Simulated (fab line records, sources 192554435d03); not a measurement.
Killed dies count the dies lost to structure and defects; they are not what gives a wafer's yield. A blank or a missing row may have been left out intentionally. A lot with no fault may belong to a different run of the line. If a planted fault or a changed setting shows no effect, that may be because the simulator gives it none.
A struck lot beside a sound one / flow n5 finfet / 23 steps out of a route of 1938
Sound: these wafers, L920.4, L920.6. The struck wafers were L929.3, L929.5, L929.6. The cause is named last.
For every step that has rows: the tool of each side, followed by ch and its chambers, followed by its first start. Under that, the readings that differ: sound wafers / struck wafers / difference of the means / sigmas: that difference in standard deviations of wafers without a fault.
alike: a reading whose means differ by less than 2 such deviations, as well as words and numbers matching on both sides. not compared: withheld readings; readings where some wafer has no value; bounds like >300 that might hide an equal value; numbers whose values overlap and for which the record gives no deviation.
The two part at a step that has a row with sigmas, a row that says differs or no value, or rows on one side only. When numbers do not overlap yet have no deviation, they are printed without sigmas and do not part them. A reading that every wafer of one side lacks parts them only if that side has two wafers or more.

first, 11 steps without rows for these wafers: N5_FIN_SAQP_STRIP_74 (strips in CHF3/O2); N5_FIN_SAQP_MANDREL_ETCH_22 (etches a-Si in HBr/Cl2, stops on SiNx, target depth 60 nm, bt time 10 s, time 30 s); N5_FIN_SAQP_STRIP_55 (strips in N2/H2); N5_FIN_SAQP_STRIP_23 (strips in SPM, time 750 s); N5_FIN_SAQP_SRD_66 (time 30 s); N5_FIN_SAQP_RECESS_75 (chemistry HF/NH3, target SiO2, target depth 14.4 nm, afs cycles 3, sublimation time 60 s); N5_FIN_SAQP_SPACER1_ALD_24 (deposits SiO2, target thk 20.3 nm, pulse time 1 s, purge time 2 s); N5_FIN_SAQP_SPACER1_ETCHBACK_25 (etches SiO2 in CHF3/O2, target depth 24.4 nm, time 12.2 s); N5_FIN_SAQP_MANDREL1_REMOVE_56 (chemistry HBr/Cl2/O2, target a-Si, stops on SiNx, bt time 10 s); N5_FIN_SAQP_ETCH_57 (etches SiNx in CH3F/O2, target depth 32.5 nm, time 46.4 s); N5_FIN_SAQP_ETCH_65 (etches SiO2 in CF4, target depth 4 nm, time 4.4 s).
N5_FIN_SAQP_MANDREL_ETCH_58: etches a-Si in HBr/Cl2, stops on SiNx, target depth 45 nm, bt time 10 s, time 27 s.
  sound on rie si-06 ch 1,3, day 4 00:28; struck on rie si-02 ch 1,2,3, day 6 06:37
  no value came back on the struck wafers for any of 5 readings (HBr_flow_sccm (sccm), bias w (W) and others); on the sound wafers HBr_flow_sccm (sccm) reads 149.9 149.7
  not compared: rf hours counter h
then, 2 steps without rows for these wafers: N5_FIN_SAQP_RECESS_63 (chemistry HF/NH3, target SiO2, target depth 18 nm, afs cycles 3, sublimation time 60 s); N5_FIN_SAQP_COAT_68 (time 60 s, resist thk 100 nm).
N5_FIN_SAQP_ETCH_69: etches SOC in N2/H2, stops on SiNx, target depth 150 nm.
  sound on rie diel-03 ch 0,3, day 4 01:00; struck on rie diel-06 ch 0,1, day 6 07:09
reading=oes product au (a.u.); sound=0.91 0.86; struck=0.31 0.30 0.32; difference=-0.57; sigmas=-6
  alike: bias w, chamber pressure mTorr, drypump motor current A, rf vpp V, showerhead plenum p Torr, throttle valve pct
  not compared: rf hours counter h
N5_FIN_SAQP_ETCH_67: etches SiNx in CH3F/O2, target depth 30 nm.
  sound on rie diel-03 ch 0,3, day 4 01:03; struck on rie diel-06 ch 0,1, day 6 07:13
reading=oes product au (a.u.); sound=0.94 0.86; struck=0.30 0.30 0.33; difference=-0.59; sigmas=-6
  alike: CH3F_flow_sccm, O2_flow_sccm, drypump motor current A, mfc ar sccm, rf vpp V, showerhead plenum p Torr, throttle valve pct
  not compared: rf hours counter h
then, 3 steps without rows for these wafers: N5_FIN_SAQP_STRIP_70 (strips in N2/H2); N5_FIN_SAQP_RECESS_71 (chemistry HF/NH3, target SiO2, target depth 3 nm, afs cycles 1, sublimation time 60 s); N5_FIN_SAQP_SPACER2_ALD_28 (deposits SiO2, target thk 8.1 nm, pulse time 1 s, purge time 2 s).
N5_FIN_SAQP_SPACER2_ETCHBACK_29: etches SiO2 in CHF3/O2, target depth 12.2 nm, time 6.1 s.
  sound on rie diel-06 ch 1,3, day 4 01:38; struck on rie diel-02 ch 0,3, day 6 08:08
reading=oes product au (a.u.); sound=0.88 0.83; struck=0.31 0.36 0.31; difference=-0.53; sigmas=-5
  alike: drypump motor current A, mfc ar sccm, rf vpp V, showerhead plenum p Torr, throttle valve pct
  not compared: rf hours counter h
then, 1 step without rows for these wafers: N5_FIN_SAQP_MANDREL2_REMOVE_60 (chemistry HBr/Cl2/O2, target a-Si, stops on SiNx, bt time 10 s).
N5_BEOL_M4_RC_MEAS_101:
  the record has rows for the sound wafers here (prober-01 ch 0, day 10 07:20) and none for the struck ones
-- here the record skips 10 days between the struck wafers' starts before and after, leaving off in module BEOL_M4 and picking up in module PASSIVATION (first step shown: number 1936 of the route) --
N5_PASSIVATION_PROBE_49:
  record: rows for the struck wafers here (prober-01, day 16 14:47), none for the sound ones

== WHERE THEY PART ==
First at N5_FIN_SAQP_MANDREL_ETCH_58; last, within this record, at N5_PASSIVATION_PROBE_49.

WHY: whatever the simulator had introduced
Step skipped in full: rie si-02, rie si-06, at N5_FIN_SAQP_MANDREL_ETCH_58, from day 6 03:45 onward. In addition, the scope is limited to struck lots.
